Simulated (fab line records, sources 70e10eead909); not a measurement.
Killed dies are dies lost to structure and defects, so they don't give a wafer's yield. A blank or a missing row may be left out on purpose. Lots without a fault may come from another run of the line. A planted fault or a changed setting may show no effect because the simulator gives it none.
Chamber matching | flow nand_harc | NHARC_P_ZERO_WELL_ETCH_63 on rie_si-04: 4 sister chambers
The step etches the open film in HBr/Cl2, target depth 120 nm, time 40.1 s. 4 wafers are shown with their chamber, then 8 later ones without.

WAFERS WITH THEIR CHAMBER
wafer  | chamber | throttle_valve_pct (%)
L088.2 | 0       | 26.398
L088.4 | 1       | 26.407
L088.5 | 2       | 26.411
L090.2 | 3       | 26.400

WAFERS WITHOUT THEIR CHAMBER
wafer  | throttle_valve_pct (%)
L090.5 | 26.405
L090.6 | 26.413
L091.1 | 26.406
L091.3 | 26.409
L091.6 | 26.398
L097.2 | 26.410
L097.4 | 26.410
L097.5 | 26.417

WHICH CHAMBER EACH WENT THROUGH
wafer  | from the rows above               | in truth
L090.5 | can't be placed: 1 or 3 or 2 or 0 | 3
L090.6 | can't be placed: 2 or 1           | 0
L091.1 | can't be placed: 1 or 2 or 3      | 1
L091.3 | can't be placed: 1 or 2           | 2
L091.6 | can't be placed: 0 or 3           | 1
L097.2 | can't be placed: 2 or 1           | 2
L097.4 | can't be placed: 2 or 1           | 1
L097.5 | can't be placed: 2 or 1           | 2
Placed correctly: 0 of 8. Can't be placed from these rows: 8 (the true chamber is among the candidates in 6). Placed wrongly: 0.
How it was worked out, from the rows above alone: a wafer's distance from a chamber is the root of the sum, over the readings, of the square of ((its reading less the chamber's mean) divided by the reading's scatter). The wafer belongs to the nearest chamber; if the next one is less than 2 further off, it can't be placed. A chamber's mean is the mean of its shown wafers. The scatter: with one shown wafer a chamber, the root of the mean of the squares of how far each hidden wafer lies from its nearest shown one.
